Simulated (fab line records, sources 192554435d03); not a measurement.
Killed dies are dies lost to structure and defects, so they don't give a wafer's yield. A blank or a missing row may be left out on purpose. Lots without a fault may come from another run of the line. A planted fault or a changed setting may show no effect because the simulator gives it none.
Split-lot experiment | flow n5_finfet | 7 lots, 21 wafers read, on a route of 1938 steps

THE SPLIT
At N5_BEOL_M5_EXPOSE_25 (exposes mask V4, defocus 10 nm), the setting dose_mj was moved away from the recipe's 52.75 on 7 of the 21 wafers read, by -6.9% to +6.8%. The other wafers ran this setting at the recipe's value.

FROM THE SPLIT TO THE READING: what the file shows between them, 2 steps
- N5_BEOL_M5_PEB_26: peb time 60 s
- N5_BEOL_M5_DEVELOP_27: develop time 30 s

THE READING
cd_nm, in nm, at N5_BEOL_M5_CD_MEAS_28 (target cd 30.6 nm, target cd y 20 nm). Fault-free wafers of this fab line usually give 30.7 nm, standard deviation 0.31 nm.

wafer  | tool, chamber at the split | dose_mj as run | against the recipe | cd_nm, nm | against lot-mates on the recipe
L078.1 | euv_scanner-01, 0          | 50.46          | -4.3%              | 29.9      | -1.0
L078.4 | euv_scanner-01, 0          | 52.75          | recipe             | 30.8      | -
L078.6 | euv_scanner-01, 0          | 52.75          | recipe             | 30.9      | -
L079.2 | euv_scanner-02, 0          | 52.75          | recipe             | 31.0      | -
L079.3 | euv_scanner-02, 0          | 56.25          | +6.6%              | 32.6      | +1.7
L079.5 | euv_scanner-02, 0          | 52.75          | recipe             | 30.9      | -
L082.4 | euv_scanner-01, 0          | 52.75          | recipe             | 30.6      | -
L082.5 | euv_scanner-01, 0          | 54.87          | +4.0%              | 31.2      | +0.6
L082.6 | euv_scanner-01, 0          | 54.87          | +4.0%              | 31.6      | +1.0
L083.2 | euv_scanner-01, 0          | 49.09          | -6.9%              | 29.1      | -1.8
L083.4 | euv_scanner-01, 0          | 52.75          | recipe             | 31.2      | -
L083.6 | euv_scanner-01, 0          | 52.75          | recipe             | 30.7      | -
L086.3 | euv_scanner-01, 0          | 52.75          | recipe             | 31.0      | -
L086.5 | euv_scanner-01, 0          | 52.75          | recipe             | 30.9      | -
L086.6 | euv_scanner-01, 0          | 52.75          | recipe             | 31.1      | -
L093.1 | euv_scanner-02, 0          | 56.34          | +6.8%              | 32.0      | +1.0
L093.5 | euv_scanner-02, 0          | 52.75          | recipe             | 30.8      | -
L093.6 | euv_scanner-02, 0          | 52.75          | recipe             | 31.1      | -
L097.1 | euv_scanner-01, 0          | 52.75          | recipe             | 31.0      | -
L097.5 | euv_scanner-01, 0          | 52.75          | recipe             | 30.4      | -
L097.6 | euv_scanner-01, 0          | 54.78          | +3.8%              | 31.5      | +0.8

THE FIT
A straight line over all 21 wafers: cd_nm changes by +0.21 nm for each +1% of dose_mj; r = +0.94; the points scatter about the line by 0.25 nm.
The same after taking each lot's own level away (the mean of its wafers on the recipe; 21 wafers): +0.221 nm for each +1%; r = +0.96; scatter 0.2 nm.
On that fit, the largest move of dose_mj shifts the reading by 1.5 nm.
The lots' own levels span 30.60 to 31.00 nm, that is 1.3 times the standard deviation above.
So the lot-to-lot level changes the slope little: the two slopes agree.
Check: with one of the wafers moved furthest among these (-6.9%) left out of the fit, the line predicts -1.42 nm for it against its lot-mates. It came out at -1.85 nm against them.

OTHER SPLITS ON THESE WAFERS
These wafers also went through other splits before the reading. Each is held against what the fit with the lots' levels taken away leaves over:
other split on the same wafers     | wafers away from the commonest value | r with cd_nm (lot level and that fit taken away)
N5_BEOL_M1_ETCH_70 time_s          | 7                                    | -0.07
N5_BEOL_M1_TRENCH_ETCH_37 time_s   | 10                                   | -0.07
N5_BEOL_M2_TRENCH_ETCH_37 source_w | 3                                    | +0.21
N5_BEOL_M3_COAT_22 spin_rpm        | 8                                    | -0.01
N5_BEOL_M3_ETCH_70 source_w        | 4                                    | +0.06
N5_BEOL_M3_ETCH_41 target_depth_a  | 6                                    | -0.37
N5_BEOL_M4_ETCH_70 time_s          | 9                                    | -0.27
N5_BEOL_M4_TRENCH_ETCH_37 bias_w   | 8                                    | -0.13
N5_BEOL_M5_COAT_74 spin_rpm        | 6                                    | +0.40

THE WHOLE CHAIN: every reading that the file lists as answering this split, in the file's order
step                  | what it does                                                        | reading                                                        | change (the file's fit)               | r (the file's)
N5_BEOL_M5_CD_MEAS_28 | target cd 30.6 nm, target cd y 20 nm                                | cd_nm                                                          | +0.223 nm for each +1% of the setting | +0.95
N5_BEOL_M5_ETCH_75    | etches underlayer in N2/H2, target depth 6.5 nm, time 5.2 s         | BEOL_M5.cd_nm (the simulator's own value, which no gauge read) | +0.286 nm for each +1% of the setting | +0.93
N5_BEOL_M5_ETCH_67    | etches SiARC in CF4, target depth 15.6 nm, time 26 s                | BEOL_M5.cd_nm (the simulator's own value, which no gauge read) | +0.272 nm for each +1% of the setting | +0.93
N5_BEOL_M5_ETCH_68    | etches SOC in N2/H2, target depth 80 nm, overetch 16 nm, time 120 s | BEOL_M5.cd_nm (the simulator's own value, which no gauge read) | +0.279 nm for each +1% of the setting | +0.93

THE FILE'S OWN FIT
cd_nm changes by +0.223 nm for each +1% of dose_mj, r = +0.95.
